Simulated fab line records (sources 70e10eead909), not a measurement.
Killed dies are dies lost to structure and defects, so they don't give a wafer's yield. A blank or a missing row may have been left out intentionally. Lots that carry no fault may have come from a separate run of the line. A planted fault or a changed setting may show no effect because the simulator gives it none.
fab line records	flow nand-harc
[record] lots = 6	wafers = 18	last-day = 24
route steps=1159 shown P_BONDPAD@375 A_START@389 A_ZERO_WELL@390 A_SOURCE_PLATE@413 END@1159
lots with no fault: from the same line, run without faults
start-h: start of the lot's first displayed wafer, in hours after the record's first day	wait-h: how many hours have passed since the lot's step before this one	" the same as in the row above	L1.1+2: a row that stands for several wafers	- value missing, or start not given	* or withheld: withheld	< > ~ a bound
route shown NAME@n: a module of which the file shows steps, and the number in the route of the first	usual: the fault-free wafers' mean and standard deviation	same: alike in all rows	chamber/n: place in a boat	sites: the reading at each site	_std_site: the values' standard deviation	_edge_site: mean of outer sites minus mean of inner sites	radius-mm: how far each site lies from the wafer's centre	mask NAME#n: copy n	behind: tool/chamber where the wafer was last shaped	hold: the reason the lot was held/the length of the hold in hours/how it ended	device: whichever transistor did not switch (one of n, p or np)	end of line: the tests these same wafers got at the end of their route	for a step that has no rows: nothing shown but its recipe	killed: count of dies lost to structure and defects at first sort (not the wafer's yield)	map: a wafer's dies, marking killed ones x, the rest . and places with no die _
set.NAME: the run value of the setting; set.NAME@STEP: its run value at that earlier step	model.NAME: the simulator's own value behind a step, which no gauge read
lots at selected steps of the route; one table per step, one row per wafer
services: from which hour (start-h, from the record's first day; less than 0 if before it) a tool's chamber was out of use, for how many hours, and why
[[steps]]
[step NHARC_P_BONDPAD_PRE_CLEAN_26]
[recipe] time-s = 30	temp-c = 280	gas = H2/He
[usual] heater-power-w = 409/47
lot.wafer	tool	chamber	start-h	wait-h	heater-power-w
L128.1	pvd-sputter-01	-	-	-	422
L128.3	"	-	"	"	387
L128.5	"	-	"	"	386
L131.1	pvd-sputter-02	-	-	-	325
L131.5	"	-	"	"	319
L131.6	"	-	"	"	419
L135.2	pvd-sputter-03	-	-	-	350
L135.3	"	-	"	"	435
L135.4	"	-	"	"	440
L136.3	pvd-sputter-03	-	-	-	490
L136.4	"	-	"	"	447
L136.6	"	-	"	"	352
L143.4	pvd-sputter-01	-	-	-	411
L143.2	"	-	"	"	403
L143.6	"	-	"	"	367
L146.2	pvd-sputter-01	-	-	-	447
L146.6	"	-	"	"	402
L146.5	"	-	"	"	470
[step NHARC_P_BONDPAD_PVD_17]
[recipe] target-thk-a = 50	bias-v = 168.6	power-w = 15000	chamber-pressure-pa = 0.12	time-s = 8.06	substrate-temp-c = 50	material = TaN
[step NHARC_P_BONDPAD_PVD_27]
[recipe] target-thk-a = 300	chamber-pressure-pa = 5	power-w = 5000	substrate-temp-c = 30	time-s = 20.49	material = Cu
[step NHARC_P_BONDPAD_ECD_18]
[recipe] target-thk-a = 4000	bath-temp-c = 25	material = Cu
[step NHARC_P_BONDPAD_ANNEAL_28]
[recipe] temp-c = 225	time-s = 90
[usual] anneal-temp-c = 225.03/0.17	wafer_temp_C_max = 226.06/0.25
lot.wafer	tool	chamber	start-h	wait-h	anneal-temp-c	wafer_temp_C_max
L128.1	rtp-anneal-01	0	142.45	0.3	224.80	226.42
L128.3	"	0	"	"	225.16	226.00
L128.5	"	0	"	"	224.87	226.14
L131.1	rtp-anneal-01	0	157.27	0.4	225.19	225.87
L131.5	"	0	"	"	225.07	226.08
L131.6	"	0	"	"	224.83	225.76
L135.2	rtp-anneal-01	0	186.81	0.4	225.05	226.38
L135.3	"	0	"	"	225.07	225.73
L135.4	"	0	"	"	224.97	226.36
L136.3	rtp-anneal-02	0	189.32	-	225.41	226.20
L136.4	"	0	"	"	225.37	225.80
L136.6	"	0	"	"	225.36	226.74
L143.2	rtp-anneal-02	0	230.31	-	225.19	225.92
L143.4	"	0	"	"	224.96	226.27
L143.6	"	0	"	"	225.12	225.70
L146.2	rtp-anneal-02	0	260.75	-	225.07	226.47
L146.5	"	0	"	"	225.04	225.67
L146.6	"	0	"	"	225.23	226.31
[step NHARC_P_BONDPAD_CMP_19]
[recipe] t-overpolish-s = 30	cu-recess-touch-s = 16	target-thk-nm = 160.81
[usual] motor-current-A = 11.5/1.5	overpolish-run-s = 30.000/0.0078
lot.wafer	tool	chamber	start-h	wait-h	motor-current-A	overpolish-run-s
L128.3	cmp-02	2	142.80	-	11.3	29.995
L128.1	"	1	"	"	14.6	30.001
L128.5	"	2	"	"	11.6	30.013
L131.1	cmp-02	3	157.61	-	10.4	30.015
L131.6	"	3	"	"	10.9	29.993
L131.5	"	0	"	"	10.1	30.004
L135.4	cmp-02	2	187.10	-	11.2	29.989
L135.3	"	3	"	"	10.3	30.004
L135.2	"	0	"	"	10.3	30.013
L136.4	cmp-03	3	189.56	-	12.0	29.987
L136.3	"	2	"	"	12.7	29.998
L136.6	"	3	"	"	11.4	30.000
L143.2	cmp-04	3	230.61	-	10.3	30.005
L143.4	"	2	"	"	13.0	30.001
L143.6	"	0	"	"	9.9	30.011
L146.2	cmp-04	1	261.05	-	11.6	29.997
L146.6	"	1	"	"	12.1	30.004
L146.5	"	2	"	"	13.2	29.999
[step NHARC_P_BONDPAD_THK_MEAS_20]
[recipe] thk-meas-gauge = xrf
[usual] thk-nm = 160.7/1.4
lot.wafer	tool	chamber	start-h	wait-h	thk-nm
L128.1	film-metro-01	-	143.13	-	159.9
L128.3	"	-	"	"	160.2
L128.5	"	-	"	"	161.4
L131.1	film-metro-01	-	157.94	-	161.9
L131.5	"	-	"	"	164.7
L131.6	"	-	"	"	162.6
L135.2	film-metro-01	-	187.43	-	163.0
L135.3	"	-	"	"	162.3
L135.4	"	-	"	"	162.4
L136.3	film-metro-02	-	189.88	-	159.3
L136.4	"	-	"	"	162.2
L136.6	"	-	"	"	161.9
L143.2	film-metro-01	-	230.93	-	158.2
L143.4	"	-	"	"	163.0
L143.6	"	-	"	"	160.7
L146.2	film-metro-01	-	261.37	-	158.8
L146.5	"	-	"	"	159.0
L146.6	"	-	"	"	160.9
[step NHARC_P_BONDPAD_SRD_21]
[recipe] time-s = 30	temp-c = 23	dry-time-s = 20	spin-rpm = 1500
[step NHARC_P_BONDPAD_INSPECT_23]
[usual] raw-defect-count = 336/130
lot.wafer	tool	chamber	start-h	wait-h	raw-defect-count
L128.1	defect-inspect-01	-	143.33	0.0	263
L128.3	"	-	"	"	425
L128.5	"	-	"	"	229
L131.1	defect-inspect-02	-	158.16	0.0	311
L131.5	"	-	"	"	351
L131.6	"	-	"	"	467
L135.2	defect-inspect-01	-	187.63	0.0	276
L135.3	"	-	"	"	244
L135.4	"	-	"	"	247
L136.3	defect-inspect-01	-	190.08	0.0	429
L136.4	"	-	"	"	286
L136.6	"	-	"	"	241
L143.2	defect-inspect-02	-	231.16	0.0	267
L143.4	"	-	"	"	286
L143.6	"	-	"	"	325
L146.2	defect-inspect-01	-	261.57	0.0	307
L146.5	"	-	"	"	317
L146.6	"	-	"	"	295
[step NHARC_P_BONDPAD_ACTIVATE_29]
[recipe] time-s = 60	n2-flow-sccm = 200	ar-flow-sccm = 0	bias-power-w = 0	chemistry = N2
[step NHARC_P_BONDPAD_PRECLEAN_30]
[recipe] time-s = 300	temp-c = 23	chemistry = DIW
lot.wafer	tool	chamber	start-h	wait-h
L128.5+1+3	wet-bench-08	5,7,0	143.57	0.1
L131.6+5+1	wet-bench-10	3,6,7	158.38	0.1
L135.3+4+2	wet-bench-08	4,5,1	187.85	0.1
L136.4+6+3	wet-bench-08	5,6,7	190.32	0.2
L143.2+6+4	wet-bench-10	4,5,6	231.43	0.2
L146.5+6+2	wet-bench-10	5,6,7	261.81	0.1
[step NHARC_P_BONDPAD_SRD_31]
[recipe] time-s = 30	temp-c = 23	dry-time-s = 20	spin-rpm = 1500
[step NHARC_A_START_INSPECT_01]
[usual] raw-defect-count = 3.6/1.9
lot.wafer	tool	chamber	start-h	wait-h	raw-defect-count
L128.1	defect-inspect-02	-	143.79	-	3
L128.3	"	-	"	"	7
L128.5	"	-	"	"	2
L131.1	defect-inspect-02	-	158.64	-	3
L131.5	"	-	"	"	2
L131.6	"	-	"	"	1
L135.2	defect-inspect-02	-	188.10	-	3
L135.3	"	-	"	"	2
L135.4	"	-	"	"	4
L136.3	defect-inspect-02	-	190.55	-	3
L136.4	"	-	"	"	1
L136.6	"	-	"	"	5
L143.2	defect-inspect-01	-	231.64	-	2
L143.4	"	-	"	"	3
L143.6	"	-	"	"	1
L146.2	defect-inspect-01	-	262.04	-	4
L146.5	"	-	"	"	4
L146.6	"	-	"	"	3
[step NHARC_A_ZERO_WELL_PRECLEAN_00]
[recipe] time-s = 600	temp-c = 120	chemistry = SPM
[step NHARC_A_ZERO_WELL_SRD_01]
[step NHARC_A_ZERO_WELL_DEHYDRATE_02]
[recipe] temp-c = 150	time-s = 120
[step NHARC_A_ZERO_WELL_HMDS_03]
[recipe] time-s = 30
[step NHARC_A_ZERO_WELL_COAT_18]
[recipe] temp-c = 200	time-s = 65
[step NHARC_A_ZERO_WELL_COAT_04]
[recipe] spin-rpm = 2000	resist-thk-nm = 600
[step NHARC_A_ZERO_WELL_SOFTBAKE_05]
[recipe] temp-c = 125	time-s = 70
[step NHARC_A_ZERO_WELL_EBR_06]
[step NHARC_A_ZERO_WELL_EXPOSE_07]
[recipe] na = 0.55	dose-mj = 33.85	mask-id = A_ZERO
[step NHARC_A_ZERO_WELL_PEB_08]
[recipe] peb-temp-c = 128	peb-time-s = 80
[step NHARC_A_ZERO_WELL_DEVELOP_09]
[recipe] time-s = 50	dev-temp-c = 22
[step NHARC_A_ZERO_WELL_CD_MEAS_10]
[recipe] target-cd-nm = 2000	landing-energy-ev = 500
[usual] cd-nm = 2000.7/1.1
lot.wafer	tool	chamber	start-h	wait-h	cd-nm
L128.1	cd-sem-02	0	144.51	-	2000.9
L128.3	"	0	"	"	2001.5
L128.5	"	0	"	"	2000.1
L131.1	cd-sem-01	0	159.48	-	2001.3
L131.5	"	0	"	"	2003.1
L131.6	"	0	"	"	2001.6
L135.2	cd-sem-02	0	188.82	-	1999.1
L135.3	"	0	"	"	1999.1
L135.4	"	0	"	"	1999.1
L136.3	cd-sem-02	0	191.39	-	1999.7
L136.4	"	0	"	"	2001.2
L136.6	"	0	"	"	2001.2
L143.2	cd-sem-02	0	232.38	-	2000.7
L143.4	"	0	"	"	2002.1
L143.6	"	0	"	"	1998.7
L146.2	cd-sem-02	0	262.76	-	2000.8
L146.5	"	0	"	"	2001.8
L146.6	"	0	"	"	2001.3
[step NHARC_A_ZERO_WELL_HARDBAKE_11]
[recipe] temp-c = 118	time-s = 65
[step NHARC_A_ZERO_WELL_DESCUM_12]
[recipe] time-s = 3	o2-flow-sccm = 200	ar-flow-sccm = 0	bias-power-w = 0	chemistry = O2
[usual] chamber-pressure-mTorr = 60.00/0.052	drypump-motor-current-A = 5.8/0.33	oes-product-au = 1.000/0.0077	rf-vpp-V = 57.9/0.83	showerhead-plenum-p-Torr = 1.94/0.068	throttle-valve-pct = 11.310/0.0084
lot.wafer	tool	chamber	start-h	wait-h	chamber-pressure-mTorr	drypump-motor-current-A	oes-product-au	rf-hours-counter-h	rf-vpp-V	showerhead-plenum-p-Torr	throttle-valve-pct
L128.3	rie-diel-01	2	144.69	-	59.95	6.2	1.024	19	58.6	2.03	11.319
L128.1	"	3	"	"	59.91	5.6	1.010	18	59.0	1.82	11.310
L128.5	"	2	"	"	59.91	6.2	1.014	-	58.3	2.03	11.313
L131.1	rie-diel-04	3	159.66	-	60.02	5.5	1.009	3	58.4	1.92	11.302
L131.5	"	1	"	"	60.02	5.4	1.018	-	58.1	1.94	11.321
L131.6	"	2	"	"	59.97	5.8	0.993	-	57.6	1.94	11.298
L135.4	rie-diel-01	3	188.97	-	59.91	5.6	1.004	3	57.1	1.82	11.329
L135.3	"	1	"	"	60.01	6.2	1.009	3	57.5	2.06	11.308
L135.2	"	2	"	"	59.93	6.2	0.998	3	59.0	2.03	11.310
L136.3	rie-diel-04	1	191.57	-	60.11	5.4	1.004	4	59.1	1.94	11.307
L136.4	"	2	"	"	60.01	5.8	0.993	5	57.7	1.94	11.318
L136.6	"	0	"	"	60.00	6.5	0.996	-	58.8	1.93	11.311
L143.4	rie-diel-04	3	232.54	-	60.06	5.5	0.989	8	58.3	1.91	11.307
L143.2	"	0	"	"	60.10	6.5	0.999	8	57.8	1.93	11.315
L143.6	"	3	"	"	59.98	5.5	0.997	-	56.8	1.91	11.312
L146.2	rie-diel-08	1	262.92	-	59.88	5.9	0.991	9	57.0	1.92	11.322
L146.6	"	0	"	"	59.97	5.7	0.989	-	58.6	1.88	11.311
L146.5	"	1	"	"	60.00	5.9	0.997	-	59.6	1.92	11.315
[step NHARC_A_ZERO_WELL_ETCH_19]
[recipe] target-depth-a = 800	overetch-a = 240	time-s = 87.88	ion-energy-ev = 200	n2-flow-sccm = 150	h2-flow-sccm = 150	ar-flow-sccm = 0	rf-w = 400	bias-w = 150	chemistry = N2/H2
[step NHARC_A_ZERO_WELL_ETCH_13]
[recipe] target-depth-a = 1200	time-s = 40.1	hbr-flow-sccm = 150	cl2-flow-sccm = 50	rf-w = 400	icp-w = 400	bias-w = 100	chemistry = HBr/Cl2
[step NHARC_A_ZERO_WELL_STRIP_14]
[recipe] time-s = 900	temp-c = 130	chemistry = SPM
[step NHARC_A_ZERO_WELL_IMPLANT_15]
[recipe] energy-kev = 150	dose-cm2 = 1e+13	tilt-deg = 7
[step NHARC_A_ZERO_WELL_PRECLEAN_22]
[recipe] time-s = 60	temp-c = 50	bath-age-min = 0	chemistry = SC1
[step NHARC_A_ZERO_WELL_SRD_23]
[step NHARC_A_ZERO_WELL_RTA_16]
[recipe] temp-c = 1000	time-s = 10
[usual] lamp-power-pct = 31.74/0.088	lamp_zone_5_pct = 31.74/0.085	lamp_zone_7_pct = 32.24/0.086	wafer_temp_C_max = 1004.7/1
lot.wafer	tool	chamber	start-h	wait-h	lamp-power-pct	lamp_zone_5_pct	lamp_zone_7_pct	wafer_temp_C_max
L128.1	rtp-anneal-01	0	145.95	-	31.67	31.70	32.13	1004.4
L128.3	"	0	"	"	31.69	31.64	32.16	1007.2
L128.5	"	0	"	"	31.68	31.64	32.15	1004.5
L131.1	rtp-anneal-02	0	160.75	-	31.85	31.82	32.37	1003.9
L131.5	"	0	"	"	31.86	31.80	32.26	1003.5
L131.6	"	0	"	"	31.83	31.86	32.32	1005.9
L135.2	rtp-anneal-02	0	190.10	-	31.78	31.79	32.33	1004.0
L135.3	"	0	"	"	31.83	31.86	32.27	1003.6
L135.4	"	0	"	"	31.78	31.84	32.32	1003.8
L136.3	rtp-anneal-02	0	192.73	-	31.87	31.78	32.29	1003.0
L136.4	"	0	"	"	31.81	31.78	32.27	1004.7
L136.6	"	0	"	"	31.79	31.80	32.28	1004.4
L143.2	rtp-anneal-01	0	233.77	-	31.64	31.68	32.15	1004.3
L143.4	"	0	"	"	31.64	31.63	32.17	1004.3
L143.6	"	0	"	"	31.63	31.67	32.18	1004.9
L146.2	rtp-anneal-02	0	264.09	0.1	31.80	31.82	32.35	1004.0
L146.5	"	0	"	"	31.79	31.78	32.31	1003.5
L146.6	"	0	"	"	31.86	31.81	32.33	1004.3
[step NHARC_A_ZERO_WELL_INSPECT_17]
[usual] raw-defect-count = 10/5.6
lot.wafer	tool	chamber	start-h	wait-h	raw-defect-count
L128.1	defect-inspect-01	-	146.15	0.2	9
L128.3	"	-	"	"	13
L128.5	"	-	"	"	7
L131.1	defect-inspect-02	-	160.95	0.2	9
L131.5	"	-	"	"	3
L131.6	"	-	"	"	10
L135.2	defect-inspect-01	-	190.27	0.1	8
L135.3	"	-	"	"	10
L135.4	"	-	"	"	3
L136.3	defect-inspect-01	-	192.87	0.1	8
L136.4	"	-	"	"	12
L136.6	"	-	"	"	11
L143.2	defect-inspect-02	-	233.94	0.1	3
L143.4	"	-	"	"	10
L143.6	"	-	"	"	4
L146.2	defect-inspect-02	-	264.26	0.1	13
L146.5	"	-	"	"	19
L146.6	"	-	"	"	17
[step NHARC_A_SOURCE_PLATE_PRECLEAN_00]
[recipe] time-s = 60	chemistry = HF-LAST
[step NHARC_A_SOURCE_PLATE_SRD_01]
[step NHARC_A_SOURCE_PLATE_OXIDE_02]
[recipe] target-thk-a = 100	temp-c = 900	ox-time-s = 1362	material = SiO2
[step NHARC_A_SOURCE_PLATE_THK_MEAS_09]
[recipe] thk-meas-gauge = ellipsometry
[usual] thk-nm = 9.8/0.96
lot.wafer	tool	chamber	start-h	wait-h	thk-nm
L128.1	film-metro-02	-	153.85	0.4	10.6
L128.3	"	-	"	"	11.2
L128.5	"	-	"	"	8.6
L131.1	film-metro-02	-	169.43	0.4	8.0
L131.5	"	-	"	"	9.3
L131.6	"	-	"	"	10.3
L135.2	film-metro-01	-	197.32	0.4	10.5
L135.3	"	-	"	"	8.9
L135.4	"	-	"	"	10.3
L136.3	film-metro-02	-	197.34	0.4	10.4
L136.4	"	-	"	"	8.3
L136.6	"	-	"	"	10.5
L143.2	film-metro-01	-	241.23	0.4	9.9
L143.4	"	-	"	"	10.1
L143.6	"	-	"	"	11.4
L146.2	film-metro-01	-	271.39	0.4	8.7
L146.5	"	-	"	"	11.6
L146.6	"	-	"	"	9.4
[step NHARC_END_SORT_01]
[recipe] temp-c = 25
[usual] defect-limited-yield = 95.3/1.7	killed-at-array = 28/12	killed-at-other = 0.8/1.1	killed-at-periphery = 3.6/2.3	killed-dies = 32/12	killed-open = 3.4/1.9	killed-short = 2.0/1.3	sort_bin_2_pct = 1.4/0.61	sort_bin_3_pct = 0.26/0.22	sort_bin_4_pct = 3.0/1.2	sort-n-pass = 645/12	sort-rim-yield-pct = 95.8/2.9	sort-yield-pct = 95.3/1.7
[same] gross-dies = 677	sort_bin_5_pct[%] = 0	sort_bin_6_pct[%] = 0	sort_bin_7_pct[%] = 0	sort_bin_8_pct[%] = 0	sort-rim-n-gross = 106.00
lot.wafer	tool	chamber	start-h	wait-h	defect-limited-yield[%]	killed-at-array	killed-at-other	killed-at-periphery	killed-dies	killed-open	killed-short	sort_bin_2_pct[%]	sort_bin_3_pct[%]	sort_bin_4_pct[%]	sort-n-pass	sort-rim-yield-pct[%]	sort-yield-pct[%]
L131.1	prober-02	0	464.25	2.5	96.8	15	1	6	22	3	4	1.2	0.15	1.9	655	100.0	96.8
L131.5	prober-02	0	467.39	3.6	97.3	12	0	6	18	5	2	0.9	0	1.8	659	99.1	97.3
L131.6	prober-02	0	468.17	3.9	98.7	8	0	1	9	1	1	0	0.15	1.2	668	99.1	98.7
L135.4	prober-02	0	485.06	3.4	94.4	35	0	3	38	5	2	1.8	0.15	3.7	639	96.2	94.4
L143.6	prober-02	0	540.27	4.0	80.4	38	1	94	133	6	3	6.9	2.66	10.0	544	88.7	80.4
L146.5	prober-01	0	577.31	3.7	84.6	14	0	90	104	6	2	8.7	2.22	4.4	573	93.4	84.6
// killed by level:class
L131.1 A_CONTACT:chamber-film-flake=6 P_STI:chamber-film-flake=3 A_CHANNEL_HOLE_D1:chamber-film-flake=3 A_CONTACT:geometric-particle:short=2 P_M1:geometric-particle:open=1 A_ONON_D1:geometric-particle:open=1 A_CHANNEL_FILL_D1:geometric-particle:short=1 A_CONTACT:geometric-particle:open=1
L131.5 A_CHANNEL_HOLE_D1:chamber-film-flake=5 P_CONTACT:geometric-particle:open=2 P_GATE:chamber-film-flake=2 A_CONTACT:chamber-film-flake=2 P_M2:geometric-particle:open=1 A_SOURCE_PLATE:geometric-particle:open=1 A_SGD_CUT:geometric-particle:short=1 A_WL_FILL:geometric-particle:short=1
L131.6 A_CONTACT:chamber-film-flake=5 P_GATE:geometric-particle:open=1 A_CHANNEL_FILL_D1:geometric-particle:short=1 A_STAIRCASE:chamber-film-flake=1 A_WL_FILL:chamber-film-flake=1
L135.4 A_CHANNEL_HOLE_D1:chamber-film-flake=14 A_SLIT:chamber-film-flake=13 A_CONTACT:geometric-particle:open=2 A_CONTACT:chamber-film-flake=2 P_CONTACT:geometric-particle:short=1 P_CONTACT:geometric-particle:open=1 A_ONON_D1:geometric-particle:open=1 A_CHANNEL_FILL_D1:geometric-particle:open=1
L143.6 P_BONDPAD:unspecified=88 A_SLIT:chamber-film-flake=14 A_STAIRCASE:chamber-film-flake=7 A_CHANNEL_HOLE_D1:chamber-film-flake=6 A_CONTACT:geometric-particle:open=5 P_ZERO_WELL:chamber-film-flake=4 A_WL_FILL:chamber-film-flake=3 P_CONTACT:geometric-particle:short=1
L146.5 P_BONDPAD:unspecified=84 P_M2:chamber-film-flake=3 A_CHANNEL_HOLE_D1:chamber-film-flake=3 A_CHANNEL_FILL_D1:geometric-particle:short=2 P_M0:geometric-particle:open=1 P_M2:geometric-particle:open=1 A_ONON_D1:geometric-particle:open=1 A_CONTACT:geometric-particle:open=1
// map L143.6 (x killed, . not)
____________.____________
_________..x...._________
_______..........._______
______.............______
_____.......x......._____
____.................____
____.........x..x.x..____
___...................___
___....x.........x....___
__...............x.....__
__.....................__
_......................._
_............x.........._
_......................._
_............x.........._
_................xxx...._
.................xxx.....
...........x.x.xxxxxxxx..
x..............xxxxxxxx..
..x.........xx.xxxxxxxx..
.x..........xx..xxxxxxx..
_x......x.xxx.xxxxxxxxxx_
_...........x.xxxxxxxxxx_
_.x...xx.....xxxxxxxxxx._
_............xx.xxxxxxx._
_............x.xxxxxxxxx_
__.............xxxxxx..__
__......x.......xx.x...__
___.x.x...........x...___
___...................___
____.x...............____
____x................____
_____.x............._____
______x............______
_______.x........._______
_________.x....._________
____________.____________
// map L146.5 (x killed, . not)
____________.____________
_________......._________
_______..........._______
______.............______
_____..............x_____
____........x.......x____
____.................____
___................x..___
___..............x....___
__......x..............__
__.....................__
_......................._
_..............x........_
_......................._
_..................xxx.._
_....................x.x_
........x.x......xxxxxx..
................xxxxxx...
...............xxxxxxx...
................xxxxxxxx.
...............xxxxxxxxx.
_..x.........x.xxxxxxxx._
_.............xxxxxxxxxx_
_...............xxxxxxx._
_.............x.xxxxxxx._
_...x...x.......xxxxxxxx_
__..............x.xxx..__
__.............x.......__
___...............x...___
___x...............x..___
____.................____
____.................____
_____..............._____
______..x..........______
_______..........._______
_________......._________
____________.____________
[[services]]
tool	chamber	start-h	hours	kind
cmp-02	-	120.15	2.9	repair
cmp-02	-	128.50	4.0	pm
pvd-sputter-01	-	129.11	5.5	repair
cmp-04	-	141.94	4.0	pm
cmp-02	-	143.04	5.9	repair
rie-diel-01	-	146.07	9.0	pm
cmp-02	-	150.94	0.2	repair
pvd-sputter-01	-	158.02	10.0	pm
wet-bench-08	-	158.23	2.9	repair
cmp-04	-	179.44	1.1	repair
pvd-sputter-01	-	183.89	9.4	repair
wet-bench-10	-	187.05	0.9	repair
rie-diel-01	-	189.61	0.3	repair
wet-bench-08	-	191.45	1.5	repair
cmp-02	-	195.71	0.2	repair
cmp-02	-	202.01	1.8	repair
pvd-sputter-03	-	218.39	12.4	repair
rie-diel-01	0	224.17	1.5	repair
cmp-02	-	226.60	4.0	pm
wet-bench-08	-	230.40	8.0	pm
wet-bench-10	-	247.24	8.0	pm
cmp-02	-	253.11	3.6	repair
wet-bench-08	-	253.99	1.7	repair
cmp-02	-	258.56	3.6	repair
[[key]]
[first-sign] step = NHARC_END_SORT_01	reading = killed-at-periphery	direction = up	sigmas = 38	usual = 3.6	struck = 92
[effect] step = NHARC_END_SORT_01	reading = defect-limited-yield	direction = down	sigmas = 7.5	usual = 95.3	struck = 82.5
[more-kills-born-at] NHARC_P_BONDPAD_PRECLEAN_30@wet-bench-10 = 172
met-at NHARC_P_BONDPAD_PRECLEAN_30
struck-wafers L143.6,L146.5
[fault] kind = chamber-particle-source	tool = wet-bench-10	chamber = 5	onset-h = 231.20	steps = NHARC_P_BONDPAD_PRECLEAN_30	rate-per-visit-cm2 = 0.76492	end-h = 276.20
